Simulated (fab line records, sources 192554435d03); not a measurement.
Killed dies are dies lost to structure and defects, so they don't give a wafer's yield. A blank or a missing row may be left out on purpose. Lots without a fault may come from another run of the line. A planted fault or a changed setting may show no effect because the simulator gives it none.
A struck lot beside a sound one | flow n5_finfet | 16 steps out of a route of 1938
Sound: wafers L665.3, L665.5. Struck: wafers L682.2, L682.6. The cause comes at the end.
At each step with rows: each side's tool, then ch and its chambers, then its first start. Under that, the readings that differ: sound wafers | struck wafers | difference of the means | sigmas: that difference in standard deviations of wafers without a fault.
alike: readings whose means differ by less than 2 such deviations, and words and numbers that are the same on both sides. not compared: withheld readings, readings that some wafer has no value for, bounds like >300 that may hide the same value, and numbers for which the record gives no deviation and whose values overlap.
The two part at a step that has a row with sigmas, a row that says differs or no value, or rows on one side only. Numbers that don't overlap but have no deviation are shown without sigmas and don't part them. A reading that every wafer of one side lacks parts them only if that side has two wafers or more.

N5_BEOL_M0_SAQP_HM_OPEN_112: chemistry CHF3/O2, target SiO2, stops on a-Si, target depth 12 nm, time 13.5 s.
  sound on rie_diel-01 ch 0,1, day 6 01:46; struck on rie_diel-02 ch 2, day 10 08:35
  alike: drypump_motor_current_A, oes_product_au, rf_vpp_V, showerhead_plenum_p_Torr, throttle_valve_pct
  not compared: rf_hours_counter_h
then, 2 steps without rows for these wafers: N5_BEOL_M0_SAQP_STRIP_113 (strips in CHF3/O2); N5_BEOL_M0_SAQP_MANDREL_ETCH_20 (etches a-Si in HBr/Cl2, stops on SiNx, target depth 60 nm, bt time 10 s, time 30 s).
N5_BEOL_M0_SAQP_STRIP_86: strips in N2/H2.
  sound on rie_diel-02 ch 2, day 6 01:56; struck on rie_diel-01 ch 1, day 10 08:48
  alike: drypump_motor_current_A, n2_flow_sccm, oes_product_au, rf_vpp_V, showerhead_plenum_p_Torr, temp_c, throttle_valve_pct
  not compared: rf_hours_counter_h
then, 3 steps without rows for these wafers: N5_BEOL_M0_SAQP_STRIP_115 (strips in post etch residue remover, time 60 s); N5_BEOL_M0_SAQP_SRD_93 (time 30 s); N5_BEOL_M0_SAQP_RECESS_114 (chemistry HF/NH3, target SiO2, target depth 14.4 nm, afs cycles 3, sublimation time 60 s).
N5_BEOL_M0_SAQP_SPACER1_ALD_98: deposits SiO2, target thk 12.8 nm, pulse time 1 s, purge time 2 s.
  sound on ald_sin-02 ch 2, day 6 02:41; struck on ald_sin-02 ch 0,2, day 10 09:22
  alike: chamber_pressure_Torr, heater_power_w, precursor_pulse_height_rel
  not compared: since_wet_clean_h
N5_BEOL_M0_SAQP_SPACER1_ETCHBACK_99: etches SiO2 in CHF3/O2, target depth 15.4 nm, time 7.7 s.
  sound on rie_diel-01 ch 2,3, day 6 03:10; struck on rie_diel-02 ch 0, day 10 09:50
  reading                | sound       | struck      | difference | sigmas
  rf_vpp_V (V)           | 531 549     | 501 500     | -40        | -2
  throttle_valve_pct (%) | 18.98 18.74 | 19.44 19.43 | +0.58      | +2
  alike: drypump_motor_current_A, oes_product_au, showerhead_plenum_p_Torr
  not compared: rf_hours_counter_h
then, 1 step without rows for these wafers: N5_BEOL_M0_SAQP_MANDREL1_REMOVE_100 (chemistry HBr/Cl2/O2, target a-Si, stops on SiNx, bt time 10 s).
N5_BEOL_M0_SAQP_CD_MEAS_25: target cd 13.1 nm.
  sound on cd_sem-02 ch 0, day 6 03:22; struck on cd_sem-02 ch 0, day 10 10:02
  alike: cd_nm
N5_BEOL_M0_SAQP_ETCH_101: etches SiNx in CH3F/O2, target depth 29.9 nm, time 42.7 s.
  sound on rie_diel-02 ch 2,3, day 6 03:31; struck on rie_diel-01 ch 2,3, day 10 10:04
  alike: drypump_motor_current_A, oes_product_au, rf_vpp_V, showerhead_plenum_p_Torr, throttle_valve_pct
  not compared: rf_hours_counter_h
N5_BEOL_M0_SAQP_ETCH_102: etches SiO2 in CF4, target depth 4 nm, time 4.4 s.
  sound on rie_si-01 ch 0,1, day 6 03:37; struck on rie_si-02 ch 1,3, day 10 10:11
  reading                  | sound       | struck      | difference | sigmas
  oes_product_au (a.u.)    | 1.007 1.018 | 0.689 0.698 | -0.319     | -19
  model.etch.depth_nm (nm) | 4.022 4.093 | 1.999 1.951 | -2.083     |
  alike: drypump_motor_current_A, throttle_valve_pct
  not compared: rf_hours_counter_h
then, 1 step without rows for these wafers: N5_BEOL_M0_SAQP_MANDREL_ETCH_103 (etches a-Si in HBr/Cl2, stops on SiCN, target depth 45 nm, bt time 10 s, time 27 s).
-- the record jumps here: 3 days lie between the struck wafers' starts before and after (it left off in module BEOL_M0_SAQP and takes up again in module BEOL_M4, whose first step shown is number 1111 of the route) --
N5_BEOL_M4_RC_MEAS_101:
  sound on prober-01 ch 0, day 8 05:52; struck on prober-01 ch 0, day 13 03:34
  reading   | sound     | struck    | difference | sigmas
  VT_P (mV) | -253 -257 | -248 -248 | +7         | +2
  alike: DIBL_N, DIBL_P, IOFF_N, IOFF_P, ION_N, ION_P, SS_N, SS_P, VT_N
-- the record jumps here: 5 days lie between the struck wafers' starts before and after (it left off in module BEOL_M4 and takes up again in module PASSIVATION, whose first step shown is number 1936 of the route) --
N5_PASSIVATION_PROBE_49:
  the record has rows for the struck wafers here (prober-02, day 17 16:28) and none for the sound ones

WHERE THEY PART
First at N5_BEOL_M0_SAQP_SPACER1_ETCHBACK_99; last, within this record, at N5_PASSIVATION_PROBE_49.

WHY: what the simulator had put in
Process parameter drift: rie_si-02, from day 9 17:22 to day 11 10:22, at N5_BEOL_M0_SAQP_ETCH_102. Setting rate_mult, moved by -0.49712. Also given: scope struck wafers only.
